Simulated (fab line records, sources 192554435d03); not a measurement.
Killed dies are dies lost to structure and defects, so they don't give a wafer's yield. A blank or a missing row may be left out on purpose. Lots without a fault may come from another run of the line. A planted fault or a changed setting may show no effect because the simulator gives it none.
fab line records | flow n5_finfet
record lots=24 wafers=72 last_day=18
route steps=1938 shown BEOL_M6@1252 BEOL_M7@1280
lots that met no fault: from a run of the same line without faults
start_h: hours from the record's first day to the start of the lot's first wafer shown | wait_h: hours since the lot's step before | " the same as in the row above | L1.1+2: a row that stands for several wafers | - no value, or no start given | * or withheld: withheld | < > ~ a bound
route shown NAME@n: a module of which the file shows steps, and the number in the route of the first | usual: mean/standard deviation of fault-free wafers | same: alike in all rows | chamber/n: place in a boat | sites: the reading at each site | _std_site: their standard deviation | _edge_site: outer sites' mean less inner sites' | radius_mm: how far each site lies from the wafer's centre | mask NAME#n: copy n | behind: the tool/chamber that last shaped the wafer | hold: why the lot was held/for how many hours/how that ended | device: the transistor (n, p or np) that didn't switch | end of line: the same wafers' tests at the end of the route | a step without rows: its recipe alone | killed: dies lost to structure and defects at the first sort, not the wafer's yield | map: a wafer's dies, x killed, . not, _ none there
set.NAME: the setting as run; set.NAME@STEP: as run at that earlier step | model.NAME: the simulator's own value behind a step, which no gauge read
steps of the route over a sample of lots; a table a step, a row a wafer
services: from which hour (start_h, from the record's first day; less than 0 if before it) a tool's chamber was out of use, for how many hours, and why
## steps
# step N5_BEOL_M6_SURFACE_TREAT_79
# recipe gas=Ar time_s=* ion_energy_ev=* ion_current_ma_cm2=0.5 pressure_mtorr=* ar_flow_sccm=30
# usual throttle_valve_pct=*
# columns lot.wafer tool chamber start_h wait_h throttle_valve_pct
L074.1 pvd_sputter-01 - 182.98 0.2 *
L074.2 " - " " *
L074.5 " - " " *
L075.3 pvd_sputter-01 - 187.99 1.8 *
L075.4 " - " " *
L075.5 " - " " *
L076.1 pvd_sputter-02 - 188.76 0.4 *
L076.2 " - " " *
L076.3 " - " " *
L077.3 pvd_sputter-03 - 198.09 0.4 *
L077.4 " - " " *
L077.5 " - " " *
L079.2 pvd_sputter-01 - 209.24 0.2 *
L079.3 " - " " *
L079.4 " - " " *
L078.1 pvd_sputter-02 - 212.04 0.2 *
L078.3 " - " " *
L078.4 " - " " *
L080.2 pvd_sputter-02 - 221.78 0.2 *
L080.3 " - " " *
L080.4 " - " " *
L081.1 pvd_sputter-02 - 230.80 0.2 *
L081.3 " - " " *
L081.6 " - " " *
L082.1 pvd_sputter-01 - 244.09 0.2 *
L082.3 " - " " *
L082.4 " - " " *
L083.2 pvd_sputter-01 - 244.73 0.3 *
L083.3 " - " " *
L083.6 " - " " *
L084.3 pvd_sputter-02 - 250.39 0.3 *
L084.5 " - " " *
L084.6 " - " " *
L085.1 pvd_sputter-03 - 251.08 0.2 *
L085.2 " - " " *
L085.6 " - " " *
L086.3 pvd_sputter-01 - 270.14 0.2 *
L086.4 " - " " *
L086.5 " - " " *
L087.3 pvd_sputter-02 - 275.71 0.2 *
L087.4 " - " " *
L087.5 " - " " *
L088.1 pvd_sputter-01 - 275.91 0.2 *
L088.2 " - " " *
L088.5 " - " " *
L090.4 pvd_sputter-03 - 288.52 0.2 *
L090.5 " - " " *
L090.6 " - " " *
L089.2 pvd_sputter-01 - 295.17 0.4 *
L089.5 " - " " *
L089.6 " - " " *
L091.1 pvd_sputter-03 - 304.23 0.2 *
L091.3 " - " " *
L091.6 " - " " *
L092.1 pvd_sputter-03 - 304.27 0.4 *
L092.2 " - " " *
L092.5 " - " " *
L094.2 pvd_sputter-01 - 306.54 0.2 *
L094.3 " - " " *
L094.4 " - " " *
L095.4 pvd_sputter-01 - 306.90 0.2 *
L095.5 " - " " *
L095.6 " - " " *
L093.1 pvd_sputter-01 - 313.56 0.4 *
L093.4 " - " " *
L093.5 " - " " *
L096.1 pvd_sputter-03 - 335.55 0.2 *
L096.3 " - " " *
L096.5 " - " " *
L097.2 pvd_sputter-02 - 347.40 0.3 *
L097.4 " - " " *
L097.5 " - " " *
# step N5_BEOL_M6_CMP_52
# recipe stop_on=SiCOH_lowk t_overpolish_s=6.9 down_force_psi=1 platen_rpm=50 clearing_platen_down_force_psi=1.5 clearing_platen_rpm=50 post_cmp_clean=cu_alkaline target_thk_nm=80 clearing_platen_pad_velocity_m_s=0.99484 pad_velocity_m_s=0.99484
# usual barrier_field_endpoint_s=29.1/0.79 edge_zone_pressure_frac=1.000/0.0055 motor_current_A=6.0/0.8 overpolish_run_s=6.900/0.0089 time_to_endpoint_s=63/3.7
# columns lot.wafer tool chamber start_h wait_h barrier_field_endpoint_s edge_zone_pressure_frac motor_current_A overpolish_run_s time_to_endpoint_s
L074.2 cmp-04 2 184.31 0.3 29.5 0.998 5.4 6.892 61
L074.1 " 3 " " 28.5 1.003 5.4 6.899 57
L074.5 " 0 " " 29.5 0.997 6.1 6.888 63
L075.4 cmp-03 2 188.97 0.2 28.0 1.004 6.3 6.898 58
L075.3 " 0 " " 28.4 1.000 5.8 6.923 58
L075.5 " 2 " " 28.3 1.008 5.7 6.909 57
L076.1 cmp-03 2 189.52 0.3 28.8 1.002 6.0 6.888 58
L076.2 " 0 " " 29.4 1.001 5.6 6.897 60
L076.3 " 1 " " 29.0 1.006 6.1 6.896 69
L077.3 cmp-01 3 199.19 0.2 29.5 0.992 7.7 6.930 63
L077.4 " 0 " " 28.6 1.005 6.4 6.898 57
L077.5 " 3 " " 29.3 1.000 7.7 6.896 63
L079.2 cmp-04 0 211.99 0.5 30.5 1.004 5.7 6.896 71
L079.4 " 1 " " 29.9 1.006 5.4 6.898 69
L079.3 " 2 " " 29.1 0.998 5.6 6.893 66
L078.1 cmp-01 0 213.45 0.3 28.1 1.003 6.4 6.893 62
L078.3 " 1 " " 28.3 1.002 6.7 6.895 62
L078.4 " 3 " " 29.1 1.005 8.2 6.897 64
L080.3 cmp-04 1 222.73 0.2 30.7 1.002 5.4 6.908 67
L080.4 " 2 " " 29.6 1.008 5.3 6.899 63
L080.2 " 3 " " 28.3 0.991 5.6 6.907 58
L081.1 cmp-03 0 231.59 0.3 29.1 0.997 5.7 6.896 60
L081.3 " 1 " " 30.9 1.005 6.2 6.903 65
L081.6 " 0 " " 28.9 0.994 5.7 6.909 56
L082.3 cmp-04 3 244.85 0.2 27.8 0.998 5.6 6.898 60
L082.1 " 1 " " 30.4 1.003 5.5 6.892 65
L082.4 " 2 " " 29.3 0.999 5.5 6.895 62
L083.2 cmp-04 2 246.00 0.2 28.4 1.007 5.6 6.904 64
L083.3 " 0 " " 29.5 0.991 5.8 6.904 67
L083.6 " 2 " " 29.1 1.005 5.6 6.906 64
L084.3 cmp-04 2 251.30 0.2 28.5 0.990 5.4 6.905 61
L084.5 " 2 " " 29.5 0.988 5.4 6.897 64
L084.6 " 3 " " 28.9 1.001 5.4 6.914 56
L085.1 cmp-04 0 252.34 0.3 29.3 0.994 5.8 6.906 64
L085.2 " 1 " " 29.7 1.002 5.6 6.909 64
L085.6 " 1 " " 29.3 0.996 5.6 6.893 64
L086.3 cmp-03 0 270.89 0.2 27.5 0.996 5.6 6.912 61
L086.4 " 2 " " 27.5 1.003 5.9 6.905 59
L086.5 " 0 " " 28.2 1.002 5.9 6.904 62
L087.4 cmp-01 0 276.65 0.3 29.5 1.003 6.1 6.901 62
L087.3 " 1 " " 28.9 0.997 6.5 6.901 59
L087.5 " 3 " " 29.0 0.992 8.3 6.897 65
L088.1 cmp-03 3 276.72 0.3 29.5 1.001 5.3 6.914 63
L088.2 " 0 " " 28.6 1.005 5.7 6.876 61
L088.5 " 3 " " 29.9 1.006 5.0 6.908 66
L090.4 cmp-04 1 289.26 0.2 30.0 0.991 5.5 6.896 63
L090.5 " 0 " " 30.0 0.999 6.0 6.904 64
L090.6 " 1 " " 29.7 0.990 5.6 6.890 63
L089.2 cmp-01 0 296.18 0.2 28.5 0.996 6.4 6.904 64
L089.6 " 3 " " 31.0 1.002 7.9 6.890 67
L089.5 " 0 " " 28.5 0.988 6.2 6.903 59
L091.3 cmp-01 2 307.10 0.2 30.0 1.003 7.2 6.912 65
L091.1 " 1 " " 28.7 1.007 6.7 6.891 60
L091.6 " 2 " " 30.1 1.002 7.3 6.903 65
L092.2 cmp-04 2 307.72 0.3 28.1 1.003 5.3 6.895 58
L092.1 " 3 " " 26.7 1.003 5.4 6.903 55
L092.5 " 1 " " 29.6 0.999 5.9 6.898 65
L094.4 cmp-04 0 309.47 0.1 29.5 1.004 5.8 6.923 60
L094.2 " 2 " " 28.8 0.996 5.1 6.906 62
L094.3 " 3 " " 27.6 1.008 5.4 6.901 54
L095.4 cmp-01 0 310.06 0.2 29.5 1.001 6.4 6.904 61
L095.5 " 3 " " 29.0 1.004 7.8 6.886 61
L095.6 " 0 " " 29.0 1.008 6.4 6.899 65
L093.4 cmp-03 1 315.17 0.2 29.8 1.000 6.6 6.895 69
L093.1 " 2 " " 28.2 0.999 6.3 6.908 59
L093.5 " 0 " " 29.1 0.996 5.9 6.908 59
L096.1 cmp-04 2 336.65 0.3 28.4 0.995 5.3 6.904 60
L096.3 " 0 " " 29.1 0.999 5.8 6.899 66
L096.5 " 1 " " 29.4 0.995 5.9 6.904 62
L097.4 cmp-01 0 348.29 0.2 29.4 1.003 6.2 6.893 62
L097.2 " 1 " " 28.3 1.003 6.5 6.889 62
L097.5 " 2 " " 30.4 1.005 7.0 6.915 69
# step N5_BEOL_M7_ETCH_61
# recipe chemistry=CF4 target=SiARC target_depth_a=455 mask_material=CAR-ArF time_s=75.8 ion_energy_ev=80 pressure_mtorr=40 source_w=545 bias_w=36 Ar_flow_sccm=100 cf4_flow_sccm=100 ends=cleared
# usual drypump_motor_current_A=5.8/0.48 etch_rf_on_time_s=76.1/2.4 oes_product_au=0.61/0.051 rf_vpp_V=184.5/0.91 showerhead_plenum_p_Torr=2.17/0.053 throttle_valve_pct=15.70/0.18
# columns lot.wafer tool chamber start_h wait_h drypump_motor_current_A etch_rf_on_time_s oes_product_au rf_hours_counter_h rf_vpp_V showerhead_plenum_p_Torr throttle_valve_pct
L074.1 rie_diel-05 2 186.36 0.0 6.3 77.2 0.63 204 185.8 2.20 15.47
L074.2 " 3 " " 6.0 74.5 0.59 225 182.8 2.13 15.81
L074.5 " 2 " " 6.3 76.7 0.62 - 183.5 2.20 15.46
L075.3 rie_diel-03 3 192.33 0.0 5.9 76.4 0.57 227 185.2 2.22 16.08
L075.4 " 2 " " 5.6 79.4 0.65 111 184.8 2.16 15.85
L075.5 " 2 " " 5.7 79.7 0.65 - 185.0 2.16 15.83
L076.1 rie_diel-05 3 201.17 0.0 6.0 74.1 0.58 230 184.1 2.13 15.83
L076.2 " 1 " " 5.1 77.0 0.59 197 184.7 2.22 15.86
L076.3 " 0 " " 5.3 71.5 0.66 162 184.0 2.23 15.48
L077.3 rie_diel-06 3 201.33 0.0 5.2 75.7 0.63 210 184.4 2.06 15.80
L077.4 " 2 " " 6.7 77.6 0.65 140 183.0 2.07 15.68
L077.5 " 1 " " 5.7 76.1 0.59 - 184.6 2.22 15.54
L079.2 rie_diel-05 2 214.49 0.0 6.3 75.9 0.62 212 185.1 2.20 15.46
L079.3 " 3 " " 6.0 74.0 0.58 234 184.2 2.13 15.82
L079.4 " 0 " " 5.3 71.9 0.65 166 185.7 2.23 15.48
L078.1 rie_diel-03 2 215.46 0.0 5.6 79.7 0.64 119 185.2 2.16 15.86
L078.3 " 3 " " 5.9 76.2 0.57 235 182.7 2.21 16.10
L078.4 " 0 " " 5.9 78.1 0.59 200 184.9 2.22 15.69
L080.2 rie_diel-05 0 226.58 0.0 5.3 70.3 0.66 169 183.4 2.23 15.48
L080.3 " 1 " " 5.1 77.4 0.59 204 186.4 2.22 15.89
L080.4 " 2 " " 6.3 76.6 0.62 216 184.6 2.19 15.48
L081.1 rie_diel-06 0 236.76 0.0 5.7 77.6 0.59 214 183.9 2.18 15.47
L081.3 " 3 " " 5.2 75.6 0.62 220 183.6 2.05 15.83
L081.6 " 0 " " 5.7 79.0 0.58 - 185.3 2.18 15.46
L082.1 rie_diel-06 2 247.72 0.0 6.8 76.8 0.64 153 182.3 2.07 15.71
L082.3 " 3 " " 5.1 75.5 0.62 224 183.4 2.05 15.84
L082.4 " 0 " " 5.7 79.2 0.58 217 183.9 2.18 15.47
L083.2 rie_diel-05 1 248.53 0.0 5.1 77.7 0.59 208 184.2 2.22 15.88
L083.3 " 2 " " 6.4 76.7 0.61 221 185.0 2.19 15.50
L083.6 " 2 " " 6.4 76.5 0.61 - 184.4 2.19 15.49
L084.3 rie_diel-05 2 254.29 0.0 6.3 77.1 0.61 224 185.5 2.19 15.49
L084.5 " 1 " " 5.1 78.2 0.58 - 186.2 2.22 15.89
L084.6 " 2 " " 6.3 76.6 0.61 - 185.1 2.19 15.51
L085.1 rie_diel-05 2 254.84 0.0 6.3 77.5 0.60 224 184.8 2.19 15.49
L085.2 " 0 " " 5.3 71.7 0.65 176 185.3 2.23 15.51
L085.6 " 2 " " 6.3 77.3 0.61 - 184.8 2.19 15.49
L086.3 rie_diel-06 0 272.71 0.0 5.7 79.1 0.58 226 184.8 2.18 15.49
L086.4 " 2 " " 6.7 76.8 0.64 162 183.0 2.07 15.71
L086.5 " 3 " " 5.2 76.1 0.61 - 182.6 2.05 15.84
L087.3 rie_diel-05 0 279.25 0.0 5.3 70.5 0.65 183 185.6 2.23 15.53
L087.4 " 2 " " 6.4 76.8 0.60 - 185.8 2.19 15.53
L087.5 " 1 " " 5.1 76.5 0.59 - 184.6 2.22 15.90
L088.1 rie_diel-03 1 279.57 0.0 6.4 75.3 0.57 257 184.3 2.18 15.82
L088.2 " 2 " " 5.6 77.9 0.63 129 185.4 2.15 15.87
L088.5 " 2 " " 5.6 79.0 0.64 - 184.0 2.16 15.86
L090.4 rie_diel-03 1 291.85 0.0 6.4 76.2 0.56 - 184.8 2.18 15.85
L090.5 " 2 " " 5.6 78.5 0.63 - 183.9 2.15 15.88
L090.6 " 0 " " 5.9 77.2 0.59 - 186.0 2.21 15.73
L089.2 rie_diel-03 1 300.14 0.0 6.4 76.0 0.57 263 184.1 2.18 15.85
L089.5 " 2 " " 5.6 78.6 0.64 - 183.6 2.15 15.89
L089.6 " 0 " " 5.9 77.5 0.58 - 184.9 2.21 15.71
L091.1 rie_diel-06 3 309.88 0.0 5.2 76.1 0.60 246 183.9 2.04 15.87
L091.3 " 0 " " 5.7 78.4 0.57 238 184.0 2.17 15.53
L091.6 " 0 " " 5.7 79.4 0.56 - 185.3 2.17 15.50
L092.1 rie_diel-03 2 310.21 0.0 5.6 79.3 0.63 141 184.1 2.15 15.88
L092.2 " 0 " " 5.9 78.7 0.58 226 185.4 2.21 15.74
L092.5 " 3 " " 5.9 75.4 0.84 - 185.0 2.21 15.65
L094.2 rie_diel-06 2 312.76 0.0 6.7 76.7 0.63 174 183.1 2.06 15.74
L094.3 " 0 " " 5.8 78.9 0.57 239 184.9 2.17 15.52
L094.4 " 1 " " 5.7 75.3 0.57 243 185.3 2.21 15.63
L095.4 rie_diel-06 0 313.01 0.0 5.7 79.2 0.56 239 184.0 2.17 15.53
L095.5 " 1 " " 5.7 75.2 0.57 - 185.8 2.21 15.62
L095.6 " 0 " " 5.7 79.4 0.56 - 185.3 2.17 15.52
L093.1 rie_diel-05 2 318.98 0.0 6.3 76.1 0.60 244 184.9 2.18 15.53
L093.4 " 3 " " 6.0 72.9 0.80 10 184.0 2.12 15.37
L093.5 " 1 " " 5.1 76.2 0.58 - 185.3 2.21 15.91
L096.1 rie_diel-05 1 341.24 0.0 5.1 77.1 0.57 232 185.1 2.21 15.92
L096.3 " 0 " " 5.3 71.6 0.62 202 184.6 2.22 15.56
L096.5 " 2 " " 6.4 76.7 0.59 - 185.9 2.18 15.55
L097.2 rie_diel-05 3 351.02 0.0 6.0 73.0 0.79 19 183.5 2.11 15.40
L097.4 " 1 " " 5.1 76.3 0.57 - 184.2 2.21 15.93
L097.5 " 0 " " 5.3 71.0 0.63 - 184.2 2.22 15.56
# step N5_BEOL_M7_STRIP_67
# recipe chemistry=CF4 resist=SiARC power_w=300 bias_power_w=75 pressure_mtorr=50 cf4_flow_sccm=150 rf_frequency_hz=6e+07
# usual drypump_motor_current_A=5.8/0.48 oes_product_au=0.72/0.055 rf_vpp_V=271.5/1.4 showerhead_plenum_p_Torr=1.82/0.044 throttle_valve_pct=13.68/0.18
# columns lot.wafer tool chamber start_h wait_h drypump_motor_current_A oes_product_au rf_hours_counter_h rf_vpp_V showerhead_plenum_p_Torr throttle_valve_pct
L074.1 rie_diel-05 2 186.56 0.0 6.3 0.74 204 271.4 1.83 13.44
L074.2 " 3 " " 6.1 0.68 225 270.2 1.77 13.76
L074.5 " 2 " " 6.4 0.73 - 272.3 1.83 13.44
L075.3 rie_diel-03 3 192.53 0.0 5.9 0.67 227 271.7 1.86 14.06
L075.4 " 2 " " 5.6 0.77 112 270.8 1.81 13.80
L075.5 " 2 " " 5.6 0.78 - 270.2 1.81 13.80
L076.1 rie_diel-05 3 201.37 0.0 6.0 0.68 230 270.1 1.77 13.77
L076.2 " 1 " " 5.1 0.71 197 272.9 1.86 13.83
L076.3 " 0 " " 5.3 0.74 162 272.7 1.88 13.48
L077.3 rie_diel-06 3 201.53 0.0 5.2 0.74 210 269.5 1.74 13.81
L077.4 " 2 " " 6.7 0.77 140 269.4 1.73 13.61
L077.5 " 1 " " 5.7 0.69 - 272.8 1.84 13.52
L079.2 rie_diel-05 2 214.69 0.0 6.3 0.73 212 273.7 1.82 13.45
L079.3 " 3 " " 6.0 0.67 234 269.5 1.77 13.76
L079.4 " 0 " " 5.3 0.75 166 272.2 1.88 13.51
L078.1 rie_diel-03 2 215.66 0.0 5.7 0.78 119 270.7 1.81 13.82
L078.3 " 3 " " 5.9 0.67 235 272.9 1.86 14.09
L078.4 " 0 " " 5.9 0.71 200 272.0 1.85 13.66
L080.2 rie_diel-05 0 226.78 0.0 5.3 0.74 169 273.7 1.88 13.50
L080.3 " 1 " " 5.1 0.70 204 272.0 1.86 13.85
L080.4 " 2 " " 6.4 0.73 216 272.2 1.82 13.47
L081.1 rie_diel-06 0 236.97 0.0 5.7 0.70 214 272.3 1.84 13.55
L081.3 " 3 " " 5.2 0.73 221 269.5 1.73 13.86
L081.6 " 0 " " 5.7 0.70 - 271.6 1.84 13.55
L082.1 rie_diel-06 2 247.92 0.0 6.7 0.76 153 270.8 1.73 13.64
L082.3 " 3 " " 5.2 0.72 224 268.7 1.73 13.86
L082.4 " 0 " " 5.7 0.69 217 273.3 1.84 13.54
L083.2 rie_diel-05 1 248.73 0.0 5.1 0.70 208 273.6 1.86 13.86
L083.3 " 2 " " 6.3 0.72 221 273.0 1.82 13.49
L083.6 " 2 " " 6.3 0.72 - 271.8 1.82 13.44
L084.3 rie_diel-05 2 254.49 0.0 6.4 0.72 224 272.5 1.82 13.46
L084.5 " 1 " " 5.1 0.69 - 273.1 1.86 13.88
L084.6 " 2 " " 6.4 0.73 - 272.0 1.82 13.48
L085.1 rie_diel-05 2 255.04 0.0 6.3 0.72 224 271.9 1.82 13.47
L085.2 " 0 " " 5.3 0.74 176 271.9 1.87 13.52
L085.6 " 2 " " 6.3 0.72 - 271.6 1.82 13.45
L086.3 rie_diel-06 0 272.91 0.0 5.8 0.69 226 271.6 1.84 13.58
L086.4 " 2 " " 6.7 0.75 162 269.2 1.72 13.68
L086.5 " 3 " " 5.2 0.72 - 266.8 1.73 13.88
L087.3 rie_diel-05 0 279.46 0.0 5.3 0.73 183 271.7 1.87 13.53
L087.4 " 2 " " 6.3 0.71 - 272.9 1.82 13.49
L087.5 " 1 " " 5.1 0.69 - 272.7 1.85 13.87
L088.1 rie_diel-03 1 279.77 0.0 6.4 0.67 257 271.7 1.81 13.81
L088.2 " 2 " " 5.6 0.76 129 269.1 1.80 13.83
L088.5 " 2 " " 5.6 0.76 - 271.5 1.80 13.83
L090.4 rie_diel-03 1 292.04 0.0 6.4 0.66 - 272.7 1.81 13.82
L090.5 " 2 " " 5.7 0.75 - 272.2 1.80 13.83
L090.6 " 0 " " 5.9 0.69 - 273.1 1.85 13.69
L089.2 rie_diel-03 1 300.34 0.0 6.4 0.67 263 272.1 1.81 13.82
L089.5 " 2 " " 5.6 0.76 - 270.2 1.80 13.86
L089.6 " 0 " " 5.9 0.69 - 273.0 1.85 13.70
L091.1 rie_diel-06 3 310.08 0.0 5.2 0.71 246 268.8 1.73 13.91
L091.3 " 0 " " 5.8 0.68 238 274.0 1.83 13.58
L091.6 " 0 " " 5.7 0.69 - 273.9 1.83 13.61
L092.1 rie_diel-03 2 310.41 0.0 5.7 0.75 141 270.9 1.80 13.86
L092.2 " 0 " " 5.9 0.69 226 271.4 1.85 13.71
L092.5 " 3 " " 5.9 0.98 - 270.3 1.85 13.55
L094.2 rie_diel-06 2 312.96 0.0 6.7 0.75 174 269.5 1.72 13.70
L094.3 " 0 " " 5.7 0.68 239 271.3 1.83 13.62
L094.4 " 1 " " 5.7 0.67 243 272.7 1.83 13.59
L095.4 rie_diel-06 0 313.22 0.0 5.7 0.68 239 271.2 1.83 13.58
L095.5 " 1 " " 5.7 0.67 - 270.1 1.83 13.60
L095.6 " 0 " " 5.7 0.68 - 272.1 1.83 13.60
L093.1 rie_diel-05 2 319.18 0.0 6.3 0.70 244 271.6 1.81 13.52
L093.4 " 3 " " 6.0 0.93 10 270.4 1.76 13.24
L093.5 " 1 " " 5.1 0.68 - 272.2 1.85 13.90
L096.1 rie_diel-05 1 341.45 0.0 5.1 0.68 232 273.4 1.85 13.90
L096.3 " 0 " " 5.3 0.72 202 270.7 1.87 13.58
L096.5 " 2 " " 6.3 0.70 - 273.4 1.81 13.54
L097.2 rie_diel-05 3 351.22 0.0 6.0 0.90 19 270.5 1.76 13.24
L097.4 " 1 " " 5.1 0.68 - 271.2 1.85 13.91
L097.5 " 0 " " 5.3 0.71 - 272.6 1.87 13.59
# step N5_BEOL_M7_PRE_CLEAN_45
# recipe gas=H2/He time_s=30 temp_c=250
# usual heater_power_w=333/37 susceptor_temp_C=249.99/0.18
# columns lot.wafer tool chamber start_h wait_h heater_power_w susceptor_temp_C
L074.1 pvd_sputter-02 - 189.58 0.0 352 249.74
L074.2 " - " " 325 250.29
L074.5 " - " " 325 250.12
L075.3 pvd_sputter-03 - 196.75 0.0 412 250.19
L075.4 " - " " 342 250.00
L075.5 " - " " 335 249.92
L077.3 pvd_sputter-02 - 206.36 0.0 322 249.70
L077.4 " - " " 349 250.10
L077.5 " - " " 348 249.88
L076.1 pvd_sputter-01 - 206.64 0.0 330 249.92
L076.2 " - " " 315 249.94
L076.3 " - " " 316 250.16
L079.2 pvd_sputter-01 - 217.91 0.0 372 249.79
L079.3 " - " " 330 250.02
L079.4 " - " " 295 249.88
L078.1 pvd_sputter-01 - 217.99 0.0 318 249.97
L078.3 " - " " 395 249.72
L078.4 " - " " 306 249.92
L080.2 pvd_sputter-02 - 230.52 0.0 316 249.86
L080.3 " - " " 352 250.10
L080.4 " - " " 320 250.57
L081.1 pvd_sputter-01 - 242.81 0.0 308 250.09
L081.3 " - " " 388 249.77
L081.6 " - " " 379 250.03
L082.1 pvd_sputter-02 - 250.51 0.0 363 249.92
L082.3 " - " " 323 250.18
L082.4 " - " " 337 249.98
L083.2 pvd_sputter-01 - 252.04 0.0 384 250.11
L083.3 " - " " 325 249.88
L083.6 " - " " 311 250.04
L084.3 pvd_sputter-02 - 258.33 0.0 349 249.80
L084.5 " - " " 329 249.83
L084.6 " - " " 367 250.16
L085.1 pvd_sputter-02 - 258.67 0.0 346 249.87
L085.2 " - " " 362 249.79
L085.6 " - " " 329 249.90
L086.3 pvd_sputter-03 - 274.76 0.0 413 249.98
L086.4 " - " " 335 250.35
L086.5 " - " " 328 250.36
L088.1 pvd_sputter-02 - 285.02 0.0 336 249.92
L088.2 " - " " 319 250.20
L088.5 " - " " 352 250.18
L087.3 pvd_sputter-02 - 285.14 0.0 326 249.75
L087.4 " - " " 322 249.84
L087.5 " - " " 327 249.93
L090.4 pvd_sputter-01 - 294.43 0.0 385 249.95
L090.5 " - " " 321 249.75
L090.6 " - " " 314 249.80
L089.2 pvd_sputter-03 - 303.59 0.0 409 250.06
L089.5 " - " " 253 249.83
L089.6 " - " " 335 250.05
L092.1 pvd_sputter-02 - 312.95 0.0 351 250.21
L092.2 " - " " 349 249.99
L092.5 " - " " 348 250.39
L091.1 pvd_sputter-03 - 312.96 0.0 336 249.72
L091.3 " - " " 341 249.91
L091.6 " - " " 410 250.17
L094.2 pvd_sputter-03 - 314.88 0.0 322 249.97
L094.3 " - " " 254 249.98
L094.4 " - " " 336 249.93
L095.4 pvd_sputter-03 - 315.12 0.0 406 250.07
L095.5 " - " " 334 249.76
L095.6 " - " " 331 250.17
L093.1 pvd_sputter-03 - 321.01 0.0 248 249.98
L093.4 " - " " 410 250.12
L093.5 " - " " 336 249.95
L096.1 pvd_sputter-01 - 344.28 0.0 309 250.15
L096.3 " - " " 381 249.96
L096.5 " - " " 386 250.13
L097.2 pvd_sputter-03 - 354.86 0.0 418 250.17
L097.4 " - " " 330 250.03
L097.5 " - " " 249 249.81
# step N5_BEOL_M7_DEP_56
# recipe material=SiCN target_thk_a=100 temp_c=withheld precursor=3MS/NH3 pressure_torr=3 rf_w=202 time_s=17.5
# usual showerhead_plenum_p_Torr=3.663/0.01 throttle_valve_pct=8.8/0.36
# columns lot.wafer tool chamber start_h wait_h showerhead_plenum_p_Torr throttle_valve_pct
L074.1 pecvd-02 0 192.51 0.0 3.653 9.4
L074.2 " 1 " " 3.674 9.6
L074.5 " 0 " " 3.654 9.2
L075.3 pecvd-01 2 198.53 0.0 3.665 8.7
L075.4 " 2 " " 3.666 9.0
L075.5 " 1 " " 3.678 8.4
L077.3 pecvd-04 1 207.84 0.0 3.647 8.6
L077.4 " 0 " " 3.646 8.5
L077.5 " 1 " " 3.652 8.7
L076.1 pecvd-01 0 208.15 0.0 3.679 9.0
L076.2 " 2 " " 3.674 9.1
L076.3 " 1 " " 3.672 8.7
L079.2 pecvd-04 0 220.26 0.0 3.647 8.8
L079.3 " 1 " " 3.646 8.7
L079.4 " 0 " " 3.654 8.6
L078.1 pecvd-04 2 220.57 0.0 3.671 7.9
L078.3 " 0 " " 3.661 8.5
L078.4 " 2 " " 3.654 8.2
L080.2 pecvd-02 0 232.17 0.0 3.656 8.9
L080.3 " 2 " " 3.658 9.0
L080.4 " 1 " " 3.670 9.5
L081.1 pecvd-04 1 244.41 0.0 3.639 8.6
L081.3 " 0 " " 3.662 9.0
L081.6 " 0 " " 3.656 8.4
L082.1 pecvd-02 1 252.06 0.0 3.663 9.6
L082.3 " 0 " " 3.649 9.3
L082.4 " 1 " " 3.663 9.5
L083.2 pecvd-01 0 253.69 0.0 3.661 9.1
L083.3 " 2 " " 3.674 8.7
L083.6 " 1 " " 3.668 8.5
L084.3 pecvd-04 1 259.76 0.0 3.647 8.4
L084.5 " 0 " " 3.658 8.3
L084.6 " 1 " " 3.645 8.7
L085.1 pecvd-01 1 260.20 0.0 3.671 8.7
L085.2 " 0 " " 3.678 8.7
L085.6 " 0 " " 3.669 8.9
L086.3 pecvd-01 2 276.25 0.0 3.657 8.9
L086.4 " 0 " " 3.661 9.1
L086.5 " 2 " " 3.669 8.9
L088.1 pecvd-02 2 287.16 0.0 3.661 9.2
L088.2 " 0 " " 3.655 9.3
L088.5 " 0 " " 3.654 9.0
L087.3 pecvd-02 1 288.15 0.0 3.678 9.3
L087.4 " 1 " " 3.672 9.6
L087.5 " 0 " " 3.663 9.1
L090.4 pecvd-04 0 296.25 0.0 3.659 8.8
L090.5 " 2 " " 3.671 8.2
L090.6 " 1 " " 3.646 8.7
L089.2 pecvd-01 0 305.30 0.0 3.660 8.9
L089.5 " 2 " " 3.673 8.7
L089.6 " 0 " " 3.668 8.9
L091.1 pecvd-01 1 314.91 0.0 3.680 8.8
L091.3 " 2 " " 3.663 8.9
L091.6 " 0 " " 3.667 8.9
L092.1 pecvd-02 1 315.18 0.0 3.665 9.4
L092.2 " 0 " " 3.652 9.4
L092.5 " 0 " " 3.655 9.4
L094.2 pecvd-01 0 316.45 0.0 3.659 9.0
L094.3 " 1 " " 3.673 8.8
L094.4 " 2 " " 3.663 8.8
L095.4 pecvd-04 1 316.73 0.0 3.647 8.7
L095.5 " 0 " " 3.655 8.7
L095.6 " 2 " " 3.665 8.4
L093.1 pecvd-01 1 324.43 0.0 3.688 8.6
L093.4 " 2 " " 3.664 9.0
L093.5 " 0 " " 3.673 8.8
L096.1 pecvd-01 0 346.10 0.0 3.675 8.7
L096.3 " 2 " " 3.667 8.9
L096.5 " 0 " " 3.657 9.2
L097.2 pecvd-02 1 356.90 0.0 3.668 9.6
L097.4 " 1 " " 3.672 9.4
L097.5 " 2 " " 3.668 9.1
## services
# columns tool chamber start_h hours kind
cmp-04 - 163.46 1.9 repair
pecvd-04 - 170.44 0.4 repair
pvd_sputter-02 - 174.82 1.6 repair
rie_diel-06 - 182.23 2.8 pm
pecvd-04 - 190.11 0.7 repair
pecvd-04 2 206.38 3.8 repair
cmp-01 - 214.55 4.0 pm
pecvd-02 - 222.95 4.3 pm
cmp-04 - 232.99 0.6 repair
rie_diel-03 - 242.73 14.6 pm
cmp-04 - 264.32 1.6 repair
cmp-04 - 273.48 12.2 repair
rie_diel-05 1 282.09 17.6 repair
cmp-04 - 293.73 0.5 repair
rie_diel-05 2 299.70 4.2 repair
rie_diel-05 - 302.74 1.0 repair
cmp-04 - 314.30 9.5 repair
pecvd-01 - 318.70 1.5 repair
cmp-04 - 323.82 4.4 pm
rie_diel-06 1 329.32 4.8 repair
cmp-04 - 338.07 2.2 repair
rie_diel-05 2 346.06 7.8 repair
rie_diel-03 3 352.59 6.3 repair
pecvd-01 - 353.54 0.9 repair
## key
fault none
